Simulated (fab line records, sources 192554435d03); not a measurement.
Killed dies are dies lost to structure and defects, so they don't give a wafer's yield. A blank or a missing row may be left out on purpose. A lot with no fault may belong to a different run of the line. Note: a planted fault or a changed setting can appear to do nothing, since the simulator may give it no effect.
Struck lot and sound lot, side by side / flow n5-finfet / 15 steps out of a route of 1938
Sound: the wafers L370.1, L370.3, L370.6. Wafers L377.2, L377.5, L377.6 were the ones struck. The cause comes at the end.
At each step with rows: each side's tool, then ch and its chambers, then its first start. Under that, the readings that differ: sound wafers / struck wafers / difference of the means / sigmas: that difference in standard deviations of wafers without a fault.
alike: words and numbers the same on both sides, and readings whose means are apart by under 2 such deviations; not compared: readings that were withheld, readings missing a value for some wafer, numbers with overlapping values and no deviation given by the record, and bounds like >300 which may hide the same value.
The two part at a step that has a row with sigmas, a row that says differs or no value, or rows on one side only. When numbers do not overlap yet have no deviation, they are printed without sigmas and do not part them. A reading missing from all wafers of one side parts the sides only when that side holds two or more wafers.

first, 1 step without rows for these wafers: N5_BEOL_M15_HARDBAKE_14 (time 120 s).
N5_BEOL_M15_CD_MEAS_10 targets a cd of 360 nm.
  sound on cd-sem-01 ch 0, day 12 10:21; struck on cd-sem-02 ch 0, day 14 02:28
  alike: cd-nm
N5_BEOL_M15_OVL_MEAS_11:
  sound on overlay-01 ch 0, day 12 10:23; struck on overlay-01 ch 0, day 14 02:30
  alike: V14_OVL
N5_BEOL_M15_INSPECT_12: inspects for defects (macro).
  sound: defect-inspect-02 at day 12 10:24; struck: defect-inspect-02 at day 14 02:32
  alike: raw-defect-count
N5_BEOL_M15_DESCUM_15: chemistry O2, time 7.9 s.
  sound on rie-diel-06 ch 1,2, day 12 11:04; struck on rie-diel-04 ch 1,2, day 14 02:34
  alike: chamber-pressure-mTorr, drypump-motor-current-A, oes-product-au, rf-vpp-V, showerhead-plenum-p-Torr, throttle-valve-pct
  not compared: rf-hours-counter-h
N5_BEOL_M15_ETCH_59: etches BARC in N2/H2, target depth 89 nm, overetch 26.7 nm, time 67.9 s.
  sound on rie-diel-06 ch 1,2, day 12 11:06; struck on rie-diel-04 ch 1,2, day 14 02:36
  alike: chamber-pressure-mTorr, drypump-motor-current-A, oes-product-au, rf-vpp-V, showerhead-plenum-p-Torr, throttle-valve-pct
  not compared: rf-hours-counter-h
then, 1 step without rows for these wafers: N5_BEOL_M15_VIA_ETCH_16 (etches SiO2 in C4F8/O2/Ar, target depth 1792.2 nm).
N5_BEOL_M15_STRIP_63: strips in O2.
  sound on rie-diel-06 ch 1,2; struck on rie-diel-04 ch 1,2
  alike: chamber-pressure-mTorr, drypump-motor-current-A, oes-product-au, rf-vpp-V, showerhead-plenum-p-Torr, throttle-valve-pct
  not compared: rf-hours-counter-h
N5_BEOL_M15_STRIP_64: strips in O2.
  sound on rie-diel-06 ch 1,2; struck on rie-diel-04 ch 1,2
  alike: chamber-pressure-mTorr, drypump-motor-current-A, oes-product-au, rf-vpp-V, showerhead-plenum-p-Torr, throttle-valve-pct
  not compared: rf-hours-counter-h
then, 2 steps without rows for these wafers: N5_BEOL_M15_STRIP_65 (strips in post etch residue remover, time 60 s); N5_BEOL_M15_SRD_66 (time 30 s, dry time 30 s).
N5_BEOL_M15_CD_MEAS_17 targets a cd of 360 nm.
  sound: cd-sem-03 at day 12 11:34; struck: cd-sem-02 at day 14 03:04
  alike: cd-nm
N5_BEOL_M15_COAT_56: time 60 s, resist thk 550 nm.
  sound on litho-track-03 ch 0, day 12 11:36; struck on litho-track-03 ch 0, day 14 03:06
reading=heater-power-total-W (W); sound=500.5 501.0 498.9; struck=480.6 478.7 480.0; difference=-20.4; sigmas=-11
reading=plate-temp-C (C); sound=249.87 250.06 249.77; struck=241.66 241.77 241.89; difference=-8.13; sigmas=-51
N5_BEOL_M15_ETCH_57: etches SOC in N2/H2, time 750 s.
  sound on rie-diel-06 ch 0,1,3, day 12 11:55; struck on rie-diel-04 ch 1,2, day 14 03:10
  alike: chamber-pressure-mTorr, drypump-motor-current-A, oes-product-au, rf-vpp-V, showerhead-plenum-p-Torr, throttle-valve-pct
  not compared: rf-hours-counter-h
N5_PASSIVATION_PROBE_49:
  rows exist in the record for the struck wafers here (prober-01, day 14 20:46), but not for the sound ones

WHERE THEY PART
First at N5_BEOL_M15_COAT_56; last, within this record, at N5_PASSIVATION_PROBE_49.

WHY: whatever the simulator had introduced
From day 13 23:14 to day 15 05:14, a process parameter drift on litho-track-03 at N5_BEOL_M15_COAT_56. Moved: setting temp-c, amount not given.
